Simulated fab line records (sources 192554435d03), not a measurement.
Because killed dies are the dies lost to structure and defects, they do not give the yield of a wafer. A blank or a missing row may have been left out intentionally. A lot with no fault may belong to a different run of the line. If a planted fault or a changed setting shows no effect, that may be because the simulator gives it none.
Chamber matching + flow n5_finfet + N5_BEOL_M5_PRE_CLEAN_77 on cvd_co-02: 3 sister chambers
The step time 15 s. 24 wafers are shown with their chamber, then 12 later ones without.

## WAFERS WITH THEIR CHAMBER
| wafer  | chamber | heater_power_w (W) | rf_fwd_power_W (W) |
|--------|---------|--------------------|--------------------|
| L074.2 | 0       | 92                 | 297.5              |
| L074.5 | 2       | 105                | 295.6              |
| L074.6 | 0       | 93                 | 297.4              |
| L076.3 | 0       | 90                 | 298.7              |
| L076.5 | 2       | 102                | 296.0              |
| L076.6 | 0       | 90                 | 298.6              |
| L077.1 | 2       | 105                | 296.2              |
| L077.3 | 1       | 66                 | 297.7              |
| L077.6 | 1       | 68                 | 298.2              |
| L075.1 | 2       | 105                | 297.4              |
| L075.2 | 0       | 94                 | 297.1              |
| L075.6 | 2       | 101                | 295.0              |
| L078.1 | 1       | 66                 | 297.8              |
| L078.2 | 0       | 91                 | 296.8              |
| L078.6 | 1       | 68                 | 298.6              |
| L081.1 | 0       | 92                 | 296.8              |
| L081.2 | 2       | 100                | 296.6              |
| L081.5 | 2       | 105                | 295.4              |
| L082.2 | 1       | 67                 | 298.3              |
| L082.5 | 1       | 69                 | 298.9              |
| L082.6 | 0       | 91                 | 299.3              |
| L088.2 | 1       | 69                 | 297.2              |
| L088.3 | 2       | 101                | 294.1              |
| L088.6 | 2       | 102                | 295.1              |

SIGNATURES (means of the wafers above)
| reading        | chamber 0 | chamber 1 | chamber 2 | scatter within a chamber |
|----------------|-----------|-----------|-----------|--------------------------|
| heater_power_w | 91.62     | 67.57     | 102.89    | 1.67                     |
| rf_fwd_power_W | 297.775   | 298.100   | 295.711   | 0.872                    |
Rule: distance of a wafer from a chamber = root of the sum over the readings of ((wafer's reading minus chamber's mean) / reading's scatter) squared. If the next closest chamber is less than 2 further off than the closest, the wafer can't be placed; otherwise it belongs to the closest. The scatter: take each reading less its chamber's mean, square it, sum over the shown wafers, divide by the number of wafers less the number of chambers, and take the root.

## WAFERS WHOSE CHAMBER IS MISSING
| wafer  | heater_power_w (W) | rf_fwd_power_W (W) |
|--------|--------------------|--------------------|
| L087.2 | 66                 | 297.3              |
| L087.4 | 103                | 296.5              |
| L087.5 | 103                | 296.6              |
| L092.2 | 94                 | 297.2              |
| L092.4 | 68                 | 296.5              |
| L092.5 | 93                 | 297.6              |
| L096.2 | 93                 | 296.4              |
| L096.3 | 69                 | 297.0              |
| L096.5 | 92                 | 296.4              |
| L097.1 | 92                 | 297.1              |
| L097.4 | 104                | 296.4              |
| L097.5 | 66                 | 295.8              |

## EACH ONE'S CHAMBER
| wafer  | from the rows above | in truth |
|--------|---------------------|----------|
| L087.2 | 1                   | 1        |
| L087.4 | 2                   | 2        |
| L087.5 | 2                   | 2        |
| L092.2 | 0                   | 0        |
| L092.4 | 1                   | 1        |
| L092.5 | 0                   | 0        |
| L096.2 | 0                   | 0        |
| L096.3 | 1                   | 1        |
| L096.5 | 0                   | 0        |
| L097.1 | 0                   | 0        |
| L097.4 | 2                   | 2        |
| L097.5 | 1                   | 1        |
12 of 12 placed correctly. Number that these rows cannot place: 0. Number placed wrongly: 0.
